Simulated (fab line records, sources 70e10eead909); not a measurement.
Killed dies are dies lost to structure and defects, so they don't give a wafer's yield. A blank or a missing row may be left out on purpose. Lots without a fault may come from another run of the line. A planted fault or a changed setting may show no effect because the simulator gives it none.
fab line records | flow nand_harc
record lots=5 wafers=15 last_day=24
route steps=1159 shown A_CHANNEL_FILL_D1@505 A_STAIRCASE@519
lots that met no fault: from a run of the same line without faults
start_h: hours from the record's first day to the start of the lot's first wafer shown | wait_h: hours since the lot's step before | " the same as in the row above | L1.1+2: a row that stands for several wafers | - no value, or no start given | * or withheld: withheld | < > ~ a bound
route shown NAME@n: a module of which the file shows steps, and the number in the route of the first | usual: mean/standard deviation of fault-free wafers | same: alike in all rows | chamber/n: place in a boat | sites: the reading at each site | _std_site: their standard deviation | _edge_site: outer sites' mean less inner sites' | radius_mm: how far each site lies from the wafer's centre | mask NAME#n: copy n | behind: the tool/chamber that last shaped the wafer | hold: why the lot was held/for how many hours/how that ended | device: the transistor (n, p or np) that didn't switch | end of line: the same wafers' tests at the end of the route | a step without rows: its recipe alone | killed: dies lost to structure and defects at the first sort, not the wafer's yield | map: a wafer's dies, x killed, . not, _ none there
set.NAME: the setting as run; set.NAME@STEP: as run at that earlier step | model.NAME: the simulator's own value behind a step, which no gauge read
lots at some steps of the route; a table a step, a row a wafer
services: from which hour (start_h, from the record's first day; less than 0 if before it) a tool's chamber was out of use, for how many hours, and why
## steps
# step NHARC_A_CHANNEL_FILL_D1_ANNEAL_22
# recipe temp_c=620 time_s=7200
# usual tube_center_temp_C_max=621.58/0.26 zone_power_bottom_pct=12.1/0.62
# columns lot.wafer tool chamber start_h wait_h tube_center_temp_C_max zone_power_bottom_pct
L074.1 furnace-02 0 233.93 3.5 621.77 11.4
L074.5 " 0 " " 621.62 11.6
L074.6 " 0 " " 622.01 11.7
L082.1 furnace-05 0 280.01 3.3 622.20 11.8
L082.4 " 0 " " 621.82 11.6
L082.5 " 0 " " 621.92 11.6
L089.2 furnace-01 0 307.65 3.3 621.86 13.1
L089.3 " 0 " " 621.41 13.0
L089.4 " 0 " " 621.68 13.0
L095.3 furnace-05 0 348.48 4.5 621.80 11.8
L095.5 " 0 " " 621.88 11.9
L095.6 " 0 " " 621.55 12.0
L096.1 furnace-05 0 348.48 1.0 621.87 11.9
L096.2 " 0 " " 621.60 11.8
L096.5 " 0 " " 621.65 11.9
# step NHARC_A_CHANNEL_FILL_D1_ALD_25
# recipe target_thk_a=600 pulse_time_s=10 ald_cycles=600 temp_c=300 material=SiOx
# usual heater_power_w=476/37 precursor_pulse_height_rel=1.001/0.02
# columns lot.wafer tool chamber start_h wait_h heater_power_w precursor_pulse_height_rel
L074.1 ald_hk-03 2 238.64 0.7 465 1.032
L074.5 " 1 240.49 2.5 511 1.020
L074.6 " 2 " " 457 0.990
L082.1 ald_hk-03 2 285.22 1.2 455 1.006
L082.4 " 0 286.47 2.4 506 1.001
L082.5 " 2 287.71 3.7 476 1.014
L089.3 ald_hk-02 1 312.30 0.7 478 0.988
L089.2 " 2 " " 534 1.002
L089.4 " 3 " " 431 0.999
L095.3 ald_hk-02 2 353.08 0.7 538 1.014
L095.5 " 1 354.91 2.5 485 0.984
L095.6 " 2 " " 536 1.010
L096.2 ald_hk-03 3 353.69 1.3 467 0.993
L096.1 " 1 356.14 3.7 545 1.034
L096.5 " 3 358.58 6.2 457 0.982
# step NHARC_A_CHANNEL_FILL_D1_ETCHBACK_08
# recipe target_depth_a=2200 time_s=110 c4f8_flow_sccm=20 ar_flow_sccm=withheld rf_w=600 bias_w=300 chemistry=C4F8
# usual oes_product_au=0.95/0.038 rf_vpp_V=441/3.1
# columns lot.wafer tool chamber start_h wait_h oes_product_au rf_hours_counter_h rf_vpp_V
L074.1 rie_diel-10 3 - - 0.92 1 441
L074.5 " 3 " " 0.92 - 441
L074.6 " 0 " " 0.91 - 438
L082.1 rie_diel-10 3 - - 0.92 3 442
L082.4 " 1 " " 0.93 2 444
L082.5 " 2 " " 0.92 - 443
L089.3 rie_diel-11 1 - - 0.91 4 442
L089.4 " 2 " " 0.92 4 437
L089.2 " 0 " " 0.93 4 437
L095.3 rie_diel-11 3 - - 0.92 6 444
L095.6 " 2 " " 0.93 - 438
L095.5 " 3 " " 0.92 - 445
L096.2 rie_diel-11 2 - - 0.92 6 437
L096.1 " 1 " " 0.92 6 440
L096.5 " 3 " " 0.91 - 445
# step NHARC_A_CHANNEL_FILL_D1_STRIP_29
# recipe time_s=20 o2_flow_sccm=500 ar_flow_sccm=0 bias_w=0 chemistry=O2
# usual drypump_motor_current_A=5.7/0.5 o2_flow_sccm=500.0/1.5 oes_product_au=0.996/0.0098 rf_vpp_V=57.8/0.88 showerhead_plenum_p_Torr=3.55/0.17 throttle_valve_pct=17.036/0.0088
# columns lot.wafer tool chamber start_h wait_h drypump_motor_current_A o2_flow_sccm oes_product_au rf_hours_counter_h rf_vpp_V showerhead_plenum_p_Torr throttle_valve_pct
L074.1 rie_diel-10 0 - - 4.9 497.6 0.983 1 57.1 3.38 17.042
L074.6 " 3 " " 6.4 500.7 0.990 - 56.9 3.56 17.052
L074.5 " 0 " " 4.9 499.1 0.986 - 57.8 3.38 17.030
L082.4 rie_diel-10 3 - - 6.4 499.1 1.006 3 57.5 3.56 17.037
L082.1 " 0 " " 4.9 501.7 0.999 2 57.8 3.38 17.041
L082.5 " 3 " " 6.4 499.5 1.000 - 57.8 3.56 17.047
L089.4 rie_diel-11 3 - - 6.1 500.3 0.992 4 58.1 3.76 17.035
L089.3 " 0 " " 5.6 499.6 1.002 4 58.4 3.31 17.048
L089.2 " 1 " " 5.5 499.6 1.007 4 56.8 3.55 17.036
L095.3 rie_diel-11 3 - - 6.1 499.0 0.991 6 58.0 3.76 17.017
L095.6 " 2 " " 5.6 499.1 0.999 - 57.9 3.35 17.045
L095.5 " 3 " " 6.1 499.0 0.996 - 57.9 3.76 17.034
L096.1 rie_diel-11 2 - - 5.6 497.4 0.986 6 56.3 3.35 17.032
L096.2 " 0 " " 5.6 500.4 0.997 6 56.9 3.30 17.030
L096.5 " 2 " " 5.6 497.4 0.999 - 56.9 3.35 17.028
# step NHARC_A_CHANNEL_FILL_D1_PRECLEAN_30
# recipe time_s=30 chemistry=dHF
# columns lot.wafer tool chamber start_h wait_h
L074.5+6+1 wet_bench-09 4,5,7 243.83 -
L082.4+5+1 wet_bench-03 0,1,4 290.45 -
L089.4+2+3 wet_bench-04 6,0,1 317.44 -
L095.6+3+5 wet_bench-09 6,7,2 358.25 -
L096.2+5+1 wet_bench-03 0,2,4 361.90 -
# step NHARC_A_CHANNEL_FILL_D1_SRD_31
# columns lot.wafer tool chamber start_h wait_h
L074.5+6+1 wet_bench-09 4,5,7 243.88 0.0
L082.4+5+1 wet_bench-03 0,1,4 290.47 0.0
L089.4+2+3 wet_bench-04 6,0,1 317.46 0.0
L095.6+3+5 wet_bench-09 6,7,2 358.27 0.0
L096.2+5+1 wet_bench-03 0,2,4 361.93 0.0
# step NHARC_A_CHANNEL_FILL_D1_CVD_09
# recipe target_thk_a=1500 temp_c=620 pressure_mtorr=200 time_s=3000 material=poly-Si
# usual zone_power_bottom_pct=12.14/0.12
# columns lot.wafer tool chamber start_h wait_h zone_power_bottom_pct
L074.1 lpcvd_poly-04 0 246.14 2.3 12.23
L074.5 " 0 " " 12.19
L074.6 " 0 " " 12.16
L082.1 lpcvd_poly-02 0 292.46 2.0 12.25
L082.4 " 0 " " 12.29
L082.5 " 0 " " 12.05
L089.2 lpcvd_poly-03 0 319.89 2.4 12.27
L089.3 " 0 " " 12.16
L089.4 " 0 " " 11.90
L095.3 lpcvd_poly-04 0 360.52 2.3 12.26
L095.5 " 0 " " 12.00
L095.6 " 0 " " 12.02
L096.1 lpcvd_poly-02 0 364.35 2.4 12.20
L096.2 " 0 " " 12.23
L096.5 " 0 " " 12.26
# step NHARC_A_CHANNEL_FILL_D1_CMP_10
# recipe target_thk_nm=150
# usual motor_current_A=12.3/1.2 slurry_filter_dp_kPa=13.52/0.13 time_to_endpoint_s=16/3.1
# columns lot.wafer tool chamber start_h wait_h motor_current_A slurry_filter_dp_kPa time_to_endpoint_s
L074.1 cmp-01 3 249.39 0.4 12.9 13.68 18
L074.6 " 1 " " 11.7 13.52 17
L074.5 " 2 " " 12.4 13.64 15
L082.4 cmp-03 0 295.64 0.4 12.5 13.58 10
L082.1 " 1 " " 12.9 13.40 7
L082.5 " 0 " " 11.8 13.30 9
L089.2 cmp-03 1 323.10 0.4 13.3 13.56 12
L089.3 " 2 " " 12.5 13.61 17
L089.4 " 3 " " 11.8 13.52 13
L095.3 cmp-02 3 363.73 0.4 14.5 13.50 14
L095.6 " 3 " " 14.7 13.65 16
L095.5 " 0 " " 11.3 13.61 22
L096.1 cmp-02 0 367.58 0.4 11.8 13.40 21
L096.2 " 3 " " 13.3 13.69 16
L096.5 " 1 " " 12.6 13.74 14
# step NHARC_A_CHANNEL_FILL_D1_SRD_12
# columns lot.wafer tool chamber start_h wait_h
L074.5+1+6 wet_bench-03 3,6,0 249.64 0.0
L082.4+1+5 wet_bench-03 3,7,0 295.91 0.0
L089.2+3+4 wet_bench-09 4,5,6 323.41 0.1
L095.6+3+5 wet_bench-09 3,4,6 364.05 0.1
L096.2+1+5 wet_bench-04 7,1,3 367.87 0.0
# step NHARC_A_CHANNEL_FILL_D1_RTA_24
# recipe temp_c=1000 time_s=5
# usual lamp_power_pct=30.7/2.4 lamp_zone_4_pct=30.7/2.4 lamp_zone_5_pct=30.7/2.4 wafer_temp_C_max=1004.3/0.97
# columns lot.wafer tool chamber start_h wait_h lamp_power_pct lamp_zone_4_pct lamp_zone_5_pct wafer_temp_C_max
L074.1 rtp_anneal-02 0 249.78 0.0 27.7 27.6 27.6 1004.3
L074.5 " 0 " " 27.6 27.6 27.6 1003.8
L074.6 " 0 " " 27.6 27.7 27.6 1004.6
L082.1 rtp_anneal-02 0 296.05 0.1 27.7 27.7 27.6 1004.4
L082.4 " 0 " " 27.7 27.7 27.7 1004.1
L082.5 " 0 " " 27.7 27.7 27.7 1004.7
L089.2 rtp_anneal-02 0 323.55 0.1 27.7 27.7 27.7 1004.8
L089.3 " 0 " " 27.7 27.7 27.7 1005.5
L089.4 " 0 " " 27.7 27.7 27.7 1005.0
L095.3 rtp_anneal-01 0 364.22 0.1 32.6 32.6 32.5 1003.3
L095.5 " 0 " " 32.6 32.6 32.6 1004.7
L095.6 " 0 " " 32.5 32.6 32.5 1004.9
L096.1 rtp_anneal-01 0 368.05 0.1 32.5 32.5 32.6 1003.4
L096.2 " 0 " " 32.6 32.6 32.5 1005.7
L096.5 " 0 " " 32.6 32.6 32.6 1003.5
# step NHARC_A_CHANNEL_FILL_D1_INSPECT_13
# usual raw_defect_count=288/110
# columns lot.wafer tool chamber start_h wait_h raw_defect_count
L074.1 defect_inspect-02 - 249.98 0.2 447
L074.5 " - " " 342
L074.6 " - " " 334
L082.1 defect_inspect-02 - 296.25 0.2 214
L082.4 " - " " 217
L082.5 " - " " 251
L089.2 defect_inspect-01 - 323.72 0.1 422
L089.3 " - " " 311
L089.4 " - " " 372
L095.3 defect_inspect-02 - 364.36 0.1 405
L095.5 " - " " 301
L095.6 " - " " 395
L096.1 defect_inspect-02 - 368.25 0.2 223
L096.2 " - " " 292
L096.5 " - " " 274
# step NHARC_A_STAIRCASE_DEP_156
# recipe target_thk_a=500 temp_c=400 target_thk_nm=50 flow_sccm=200 rf_w=450 material=SiNx
# usual heater_power_w=715/75
# columns lot.wafer tool chamber start_h wait_h heater_power_w
L074.1 pecvd-02 2 250.09 0.1 686
L074.5 " 0 " " 896
L074.6 " 1 " " 734
L082.1 pecvd-01 2 296.63 0.4 741
L082.5 " 1 " " 646
L082.4 " 2 " " 734
L089.2 pecvd-01 0 323.79 0.1 675
L089.3 " 2 " " 697
L089.4 " 0 " " 681
L095.3 pecvd-03 2 364.69 0.3 780
L095.5 " 2 " " 795
L095.6 " 1 " " 667
L096.2 pecvd-03 1 368.31 0.1 603
L096.1 " 2 " " 779
L096.5 " 1 " " 610
# step NHARC_A_STAIRCASE_DEHYDRATE_158
# recipe temp_c=150 time_s=120
# columns lot.wafer tool chamber start_h wait_h
L074.1+5+6 litho_track-07 0 250.37 0.2
L082.1+4+5 litho_track-03 0 296.84 0.2
L089.2+3+4 litho_track-03 0 324.06 0.2
L095.3+5+6 litho_track-05 0 364.96 0.2
L096.1+2+5 litho_track-03 0 368.67 0.3
# step NHARC_A_STAIRCASE_HMDS_159
# recipe time_s=30
# columns lot.wafer tool chamber start_h wait_h
L074.1+5+6 litho_track-07 0 - -
L082.1+4+5 litho_track-03 0 - -
L089.2+3+4 litho_track-03 0 - -
L095.3+5+6 litho_track-05 0 - -
L096.1+2+5 litho_track-03 0 - -
# step NHARC_A_STAIRCASE_COAT_160
# recipe spin_rpm=1200
# usual spin_speed_rpm=1199.9/0.96
# columns lot.wafer tool chamber start_h wait_h spin_speed_rpm
L074.1 litho_track-07 0 - - 1199.2
L074.5 " 0 " " 1200.4
L074.6 " 0 " " 1200.1
L082.1 litho_track-03 0 - - 1200.9
L082.4 " 0 " " 1200.8
L082.5 " 0 " " 1200.0
L089.2 litho_track-03 0 - - 1199.2
L089.3 " 0 " " 1198.7
L089.4 " 0 " " 1200.3
L095.3 litho_track-05 0 - - 1198.1
L095.5 " 0 " " 1200.0
L095.6 " 0 " " 1198.3
L096.1 litho_track-03 0 - - 1202.0
L096.2 " 0 " " 1200.1
L096.5 " 0 " " 1201.9
# step NHARC_A_STAIRCASE_SOFTBAKE_161
# recipe temp_c=135 time_s=170
# columns lot.wafer tool chamber start_h wait_h
L074.1+5+6 litho_track-07 0 - -
L082.1+4+5 litho_track-03 0 - -
L089.2+3+4 litho_track-03 0 - -
L095.3+5+6 litho_track-05 0 - -
L096.1+2+5 litho_track-03 0 - -
# step NHARC_A_STAIRCASE_EBR_162
# columns lot.wafer tool chamber start_h wait_h
L074.1+5+6 litho_track-07 0 - -
L082.1+4+5 litho_track-03 0 - -
L089.2+3+4 litho_track-03 0 - -
L095.3+5+6 litho_track-05 0 - -
L096.1+2+5 litho_track-03 0 - -
# step NHARC_A_STAIRCASE_EXPOSE_163
# recipe na=0.5 dose_mj=20.01 mask_id=STAIR_OPEN
# same na=0.5
# columns lot.wafer tool chamber start_h wait_h mask
L074.1+5+6 krf_scanner-04 0 250.70 - STAIR_OPEN#0
L082.1+4+5 krf_scanner-03 0 297.17 - STAIR_OPEN#0
L089.2+3+4 krf_scanner-04 0 324.54 - STAIR_OPEN#0
L095.3+5+6 krf_scanner-04 0 365.18 - STAIR_OPEN#0
L096.1+2+5 krf_scanner-02 0 369.00 - STAIR_OPEN#0
# step NHARC_A_STAIRCASE_PEB_164
# recipe peb_temp_c=115 peb_time_s=130
# columns lot.wafer tool chamber start_h wait_h
L074.1+5+6 litho_track-05 0 250.77 0.1
L082.1+4+5 litho_track-07 0 297.24 0.1
L089.2+3+4 litho_track-03 0 324.61 0.1
L095.3+5+6 litho_track-05 0 365.24 0.1
L096.1+2+5 litho_track-05 0 369.07 0.1
# step NHARC_A_STAIRCASE_DEVELOP_165
# recipe time_s=140
# columns lot.wafer tool chamber start_h wait_h
L074.1+5+6 litho_track-05 0 - -
L082.1+4+5 litho_track-07 0 - -
L089.2+3+4 litho_track-03 0 - -
L095.3+5+6 litho_track-05 0 - -
L096.1+2+5 litho_track-05 0 - -
# step NHARC_A_STAIRCASE_HARDBAKE_167
# recipe temp_c=120 time_s=140
# columns lot.wafer tool chamber start_h wait_h
L074.1+5+6 litho_track-07 0 250.99 -
L082.1+4+5 litho_track-07 0 297.46 -
L089.2+3+4 litho_track-07 0 324.83 -
L095.3+5+6 litho_track-05 0 365.46 -
L096.1+2+5 litho_track-03 0 369.30 -
# step NHARC_A_STAIRCASE_DESCUM_168
# recipe time_s=3 o2_flow_sccm=200 ar_flow_sccm=0 bias_power_w=0 chemistry=O2
# usual drypump_motor_current_A=5.7/0.39 o2_flow_sccm=200.0/0.59 oes_product_au=1.004/0.0094 rf_vpp_V=57.6/0.94 showerhead_plenum_p_Torr=1.88/0.077 throttle_valve_pct=11.310/0.0095
# columns lot.wafer tool chamber start_h wait_h drypump_motor_current_A o2_flow_sccm oes_product_au rf_hours_counter_h rf_vpp_V showerhead_plenum_p_Torr throttle_valve_pct
L074.1 rie_diel-07 2 251.09 - 5.9 199.7 1.001 2 57.6 1.93 11.314
L074.5 " 1 " " 5.6 200.0 1.018 - 56.6 1.90 11.295
L074.6 " 2 " " 5.9 199.5 1.004 - 57.5 1.93 11.324
L082.4 rie_diel-08 2 297.57 - 6.0 199.7 0.993 44 56.6 1.83 11.313
L082.1 " 3 " " 5.6 200.1 0.997 62 57.4 1.80 11.298
L082.5 " 0 " " 5.7 199.5 1.013 - 57.5 1.80 11.305
L089.3 rie_diel-07 3 324.93 - 5.3 199.5 0.996 31 58.0 1.89 11.315
L089.2 " 1 " " 5.6 200.4 1.009 29 57.6 1.89 11.305
L089.4 " 3 " " 5.2 199.9 1.004 - 58.5 1.89 11.298
L095.3 rie_diel-01 1 365.55 - 5.1 200.3 0.998 14 55.9 1.80 11.317
L095.6 " 0 " " 6.7 200.7 1.022 - 58.1 1.78 11.311
L095.5 " 1 " " 5.1 200.1 0.994 - 57.5 1.80 11.308
L096.1 rie_diel-07 3 369.39 - 5.2 199.8 1.004 46 56.4 1.88 11.294
L096.2 " 1 " " 5.7 200.1 1.005 45 56.3 1.89 11.306
L096.5 " 3 " " 5.2 200.7 0.991 - 56.9 1.88 11.321
# step NHARC_A_STAIRCASE_ETCH_169
# recipe target_depth_a=500 time_s=107.1 ion_energy_ev=120 ch3f_flow_sccm=50 o2_flow_sccm=30 ar_flow_sccm=200 rf_w=500 bias_w=100 chemistry=CH3F/O2
# usual drypump_motor_current_A=5.7/0.35 o2_flow_sccm=30.01/0.082 oes_product_au=0.955/0.024 rf_vpp_V=243.9/1.6 showerhead_plenum_p_Torr=2.43/0.092 throttle_valve_pct=20.662/0.009
# columns lot.wafer tool chamber start_h wait_h drypump_motor_current_A o2_flow_sccm oes_product_au rf_hours_counter_h rf_vpp_V showerhead_plenum_p_Torr throttle_valve_pct
L074.1 rie_diel-07 0 251.17 0.1 5.8 30.06 0.998 2 248.2 2.63 20.663
L074.6 " 3 " " 5.3 29.92 0.969 - 244.2 2.44 20.659
L074.5 " 0 " " 5.8 29.99 0.990 - 245.6 2.63 20.658
L082.1 rie_diel-08 2 297.65 0.1 6.0 30.12 0.970 44 242.4 2.35 20.662
L082.4 " 0 " " 5.8 29.94 0.974 62 242.8 2.31 20.664
L082.5 " 2 " " 6.0 30.10 0.969 - 244.3 2.35 20.644
L089.2 rie_diel-07 1 325.03 0.1 5.7 30.05 0.962 29 242.8 2.43 20.654
L089.3 " 2 " " 5.9 29.94 0.967 31 245.5 2.47 20.653
L089.4 " 2 " " 5.9 29.97 0.965 - 246.2 2.47 20.654
L095.3 rie_diel-01 1 365.66 0.1 5.1 30.00 0.943 14 242.8 2.32 20.659
L095.5 " 1 " " 5.1 30.01 0.951 - 242.6 2.32 20.648
L095.6 " 2 " " 6.0 30.14 0.966 - 244.7 2.52 20.666
L096.2 rie_diel-07 2 369.49 0.1 5.9 29.96 0.988 46 242.0 2.47 20.651
L096.1 " 0 " " 5.8 30.07 0.964 41 247.2 2.62 20.665
L096.5 " 2 " " 5.9 29.93 0.996 - 245.2 2.47 20.674
# step NHARC_A_STAIRCASE_ETCH_170
# recipe target_depth_a=2000 time_s=66.667 ion_energy_ev=250 c4f6_flow_sccm=25 o2_flow_sccm=20 ar_flow_sccm=500 rf_w=600 bias_w=500 chemistry=C4F6/O2
# usual drypump_motor_current_A=5.7/0.39 o2_flow_sccm=19.99/0.053 oes_product_au=0.978/0.016 rf_vpp_V=546/3 showerhead_plenum_p_Torr=3.87/0.14 throttle_valve_pct=26.904/0.008
# columns lot.wafer tool chamber start_h wait_h drypump_motor_current_A o2_flow_sccm oes_product_au rf_hours_counter_h rf_vpp_V showerhead_plenum_p_Torr throttle_valve_pct
L074.1 rie_diel-07 0 - - 5.8 19.98 0.997 2 552 4.18 26.898
L074.6 " 2 " " 6.0 20.02 0.987 - 547 3.96 26.891
L074.5 " 3 " " 5.3 20.01 0.975 - 546 3.89 26.898
L082.1 rie_diel-08 1 - - 5.5 20.05 0.968 55 547 3.88 26.906
L082.4 " 0 " " 5.8 20.01 0.980 62 542 3.71 26.909
L082.5 " 1 " " 5.5 19.91 0.977 - 547 3.88 26.900
L089.2 rie_diel-07 2 - - 6.0 19.97 0.985 31 548 3.94 26.901
L089.3 " 3 " " 5.3 20.09 0.976 31 545 3.88 26.911
L089.4 " 2 " " 5.9 20.06 0.976 - 547 3.94 26.911
L095.3 rie_diel-01 0 - - 6.7 20.00 0.968 16 542 3.67 26.911
L095.5 " 3 " " 5.4 20.02 0.982 - 545 3.85 26.903
L095.6 " 0 " " 6.7 20.01 0.968 - 542 3.67 26.898
L096.2 rie_diel-07 3 - - 5.3 20.04 0.970 46 546 3.87 26.901
L096.1 " 2 " " 5.9 19.97 0.994 46 547 3.93 26.890
L096.5 " 3 " " 5.3 19.96 0.977 - 544 3.87 26.909
# step NHARC_A_STAIRCASE_STRIP_171
# recipe power_w=1500 temp_c=250 chemistry=O2
# usual drypump_motor_current_A=5.7/0.45 heater_power_w=329/25
# columns lot.wafer tool chamber start_h wait_h drypump_motor_current_A heater_power_w rf_hours_counter_h
L074.1 plasma_asher-02 1 251.40 - 6.3 371 19
L074.5 " 1 " " 6.3 379 -
L074.6 " 0 " " 5.4 308 -
L082.1 plasma_asher-01 1 297.91 - 5.2 324 4
L082.4 " 1 " " 5.2 327 -
L082.5 " 0 " " 5.9 307 -
L089.2 plasma_asher-02 0 325.45 - 5.4 313 48
L089.4 " 1 " " 6.3 363 -
L089.3 " 0 " " 5.4 315 -
L095.3 plasma_asher-01 1 366.80 - 5.2 319 -
L095.6 " 1 " " 5.2 323 -
L095.5 " 0 " " 5.9 300 -
L096.2 plasma_asher-01 1 369.71 - 5.2 326 32
L096.1 " 0 " " 5.9 301 32
L096.5 " 0 " " 5.9 308 -
# step NHARC_A_STAIRCASE_STRIP_172
# recipe time_s=900 temp_c=130 chemistry=SPM
# columns lot.wafer tool chamber start_h wait_h
L074.6+5+1 wet_bench-02 1,2,3 251.78 0.1
L082.4+5+1 wet_bench-01 1,2,3 298.21 0.2
L089.4+3+2 wet_bench-07 0,2,3 325.78 0.2
L095.5+3+6 wet_bench-07 3,4,6 367.06 0.1
L096.5+2+1 wet_bench-01 7,0,2 370.08 0.1
# step NHARC_A_STAIRCASE_PRECLEAN_173
# recipe time_s=* temp_c=50 bath_age_min=0 chemistry=SC1
# usual sc1_h2o2_end_mol_l=0.3698/0.00063
# columns lot.wafer tool chamber start_h wait_h sc1_h2o2_end_mol_l
L074.6 wet_bench-02 1 - - 0.3709
L074.5 " 2 " " 0.3697
L074.1 " 3 " " 0.3708
L082.4 wet_bench-01 1 - - 0.3701
L082.5 " 2 " " 0.3699
L082.1 " 3 " " 0.3697
L089.4 wet_bench-07 0 - - 0.3699
L089.3 " 2 " " 0.3701
L089.2 " 3 " " 0.3688
L095.5 wet_bench-07 3 - - 0.3693
L095.3 " 4 " " 0.3701
L095.6 " 6 " " 0.3687
L096.5 wet_bench-01 7 - - 0.3700
L096.2 " 0 " " 0.3691
L096.1 " 2 " " 0.3705
# step NHARC_A_STAIRCASE_SRD_174
# columns lot.wafer tool chamber start_h wait_h
L074.6+5+1 wet_bench-02 1,2,3 - -
L082.4+5+1 wet_bench-01 1,2,3 - -
L089.4+3+2 wet_bench-07 0,2,3 - -
L095.5+3+6 wet_bench-07 3,4,6 - -
L096.5+2+1 wet_bench-01 7,0,2 - -
# step NHARC_A_STAIRCASE_DEHYDRATE_01
# recipe temp_c=150 time_s=120
# columns lot.wafer tool chamber start_h wait_h
L074.1+5+6 litho_track-05 0 252.21 -
L082.1+4+5 litho_track-05 0 298.67 -
L089.2+3+4 litho_track-05 0 326.22 -
L095.3+5+6 litho_track-03 0 367.51 -
L096.1+2+5 litho_track-03 0 370.52 -
# step NHARC_A_STAIRCASE_HMDS_02
# recipe time_s=30
# columns lot.wafer tool chamber start_h wait_h
L074.1+5+6 litho_track-05 0 - -
L082.1+4+5 litho_track-05 0 - -
L089.2+3+4 litho_track-05 0 - -
L095.3+5+6 litho_track-03 0 - -
L096.1+2+5 litho_track-03 0 - -
# step NHARC_A_STAIRCASE_COAT_03
# recipe spin_rpm=1200
# usual spin_speed_rpm=1200.1/1
# columns lot.wafer tool chamber start_h wait_h spin_speed_rpm
L074.1 litho_track-05 0 - - 1197.8
L074.5 " 0 " " 1198.5
L074.6 " 0 " " 1200.7
L082.1 litho_track-05 0 - - 1200.2
L082.4 " 0 " " 1201.5
L082.5 " 0 " " 1200.7
L089.2 litho_track-05 0 - - 1199.9
L089.3 " 0 " " 1200.3
L089.4 " 0 " " 1200.8
L095.3 litho_track-03 0 - - 1199.2
L095.5 " 0 " " 1200.0
L095.6 " 0 " " 1200.3
L096.1 litho_track-03 0 - - 1200.4
L096.2 " 0 " " 1200.5
L096.5 " 0 " " 1200.3
# step NHARC_A_STAIRCASE_SOFTBAKE_04
# recipe temp_c=135 time_s=170
# columns lot.wafer tool chamber start_h wait_h
L074.1+5+6 litho_track-05 0 - -
L082.1+4+5 litho_track-05 0 - -
L089.2+3+4 litho_track-05 0 - -
L095.3+5+6 litho_track-03 0 - -
L096.1+2+5 litho_track-03 0 - -
# step NHARC_A_STAIRCASE_EBR_05
# columns lot.wafer tool chamber start_h wait_h
L074.1+5+6 litho_track-05 0 - -
L082.1+4+5 litho_track-05 0 - -
L089.2+3+4 litho_track-05 0 - -
L095.3+5+6 litho_track-03 0 - -
L096.1+2+5 litho_track-03 0 - -
# step NHARC_A_STAIRCASE_EXPOSE_06
# recipe na=0.5 dose_mj=25.43 mask_id=STAIR
# same na=0.5
# columns lot.wafer tool chamber start_h wait_h mask
L074.1+5+6 krf_scanner-03 0 252.55 - STAIR#0
L082.1+4+5 krf_scanner-02 0 299.00 - STAIR#0
L089.2+3+4 krf_scanner-03 0 326.55 - STAIR#0
L095.3+5+6 krf_scanner-02 0 367.73 - STAIR#0
L096.1+2+5 krf_scanner-02 0 370.73 - STAIR#0
# step NHARC_A_STAIRCASE_PEB_07
# recipe peb_temp_c=115 peb_time_s=130
# columns lot.wafer tool chamber start_h wait_h
L074.1+5+6 litho_track-05 0 252.62 0.1
L082.1+4+5 litho_track-05 0 299.06 0.1
L089.2+3+4 litho_track-03 0 326.62 0.1
L095.3+5+6 litho_track-03 0 367.79 0.1
L096.1+2+5 litho_track-03 0 370.79 0.1
# step NHARC_A_STAIRCASE_DEVELOP_08
# recipe time_s=140
# columns lot.wafer tool chamber start_h wait_h
L074.1+5+6 litho_track-05 0 - -
L082.1+4+5 litho_track-05 0 - -
L089.2+3+4 litho_track-03 0 - -
L095.3+5+6 litho_track-03 0 - -
L096.1+2+5 litho_track-03 0 - -
# step NHARC_A_STAIRCASE_HARDBAKE_10
# recipe temp_c=120 time_s=140
# columns lot.wafer tool chamber start_h wait_h
L074.1+5+6 litho_track-05 0 252.84 -
L082.1+4+5 litho_track-05 0 299.28 -
L089.2+3+4 litho_track-03 0 326.84 -
L095.3+5+6 litho_track-05 0 368.01 -
L096.1+2+5 litho_track-03 0 371.02 -
# step NHARC_A_STAIRCASE_DESCUM_11
# recipe time_s=3 o2_flow_sccm=200 ar_flow_sccm=0 bias_power_w=0 chemistry=O2
# usual drypump_motor_current_A=5.7/0.44 o2_flow_sccm=200.0/0.62 oes_product_au=1.001/0.0093 rf_vpp_V=57.7/1 showerhead_plenum_p_Torr=1.88/0.076 throttle_valve_pct=11.312/0.0095
# columns lot.wafer tool chamber start_h wait_h drypump_motor_current_A o2_flow_sccm oes_product_au rf_hours_counter_h rf_vpp_V showerhead_plenum_p_Torr throttle_valve_pct
L074.1 rie_diel-07 3 252.94 - 5.2 200.7 1.000 2 56.4 1.90 11.306
L074.6 " 2 " " 5.9 200.3 1.013 - 58.2 1.93 11.294
L074.5 " 3 " " 5.2 200.0 1.005 - 57.0 1.90 11.327
L082.1 rie_diel-01 0 299.37 - 6.7 198.6 1.004 60 59.3 1.78 11.310
L082.4 " 2 " " 6.0 200.5 0.999 58 58.8 1.97 11.301
L082.5 " 0 " " 6.7 200.1 1.016 - 56.8 1.78 11.304
L089.2 rie_diel-01 2 326.94 - 6.0 200.0 0.991 1 56.8 1.96 11.320
L089.3 " 3 " " 5.4 200.2 0.991 1 56.6 1.88 11.313
L089.4 " 0 " " 6.7 199.6 1.013 1 57.4 1.78 11.309
L095.3 rie_diel-08 0 368.11 - 5.7 199.5 0.994 25 58.3 1.79 11.316
L095.6 " 2 " " 6.0 199.7 0.994 - 57.6 1.82 11.323
L095.5 " 3 " " 5.5 199.8 0.992 - 58.7 1.79 11.313
L096.1 rie_diel-08 1 371.19 - 5.5 199.5 0.983 15 56.4 1.88 11.329
L096.2 " 2 " " 6.0 199.5 0.992 24 56.8 1.82 11.311
L096.5 " 0 " " 5.7 200.4 1.000 - 57.6 1.79 11.309
## services
# columns tool chamber start_h hours kind
krf_scanner-02 - 210.00 4.0 pm
litho_track-03 - 213.00 7.0 pm
wet_bench-01 - 213.60 8.0 pm
rie_diel-07 - 228.51 9.0 pm
rie_diel-08 - 236.07 1.2 repair
litho_track-05 - 237.00 7.0 pm
krf_scanner-03 - 238.50 1.5 repair
rie_diel-10 0 248.10 6.1 repair
rie_diel-10 2 252.95 12.7 repair
rie_diel-08 3 254.08 6.2 repair
krf_scanner-02 - 260.26 1.4 repair
wet_bench-07 - 272.00 8.0 pm
rie_diel-10 2 279.70 4.8 repair
wet_bench-09 - 288.80 8.0 pm
rie_diel-08 - 302.88 9.0 pm
rie_diel-10 0 306.87 1.8 repair
rie_diel-01 - 314.93 9.0 pm
rie_diel-08 - 321.30 0.4 repair
wet_bench-03 - 322.40 8.0 pm
rie_diel-08 1 348.57 18.6 repair
wet_bench-03 - 348.85 2.5 repair
rie_diel-10 - 350.79 3.0 repair
litho_track-07 - 364.00 7.0 pm
rie_diel-11 - 366.63 9.0 pm
## key
fault none
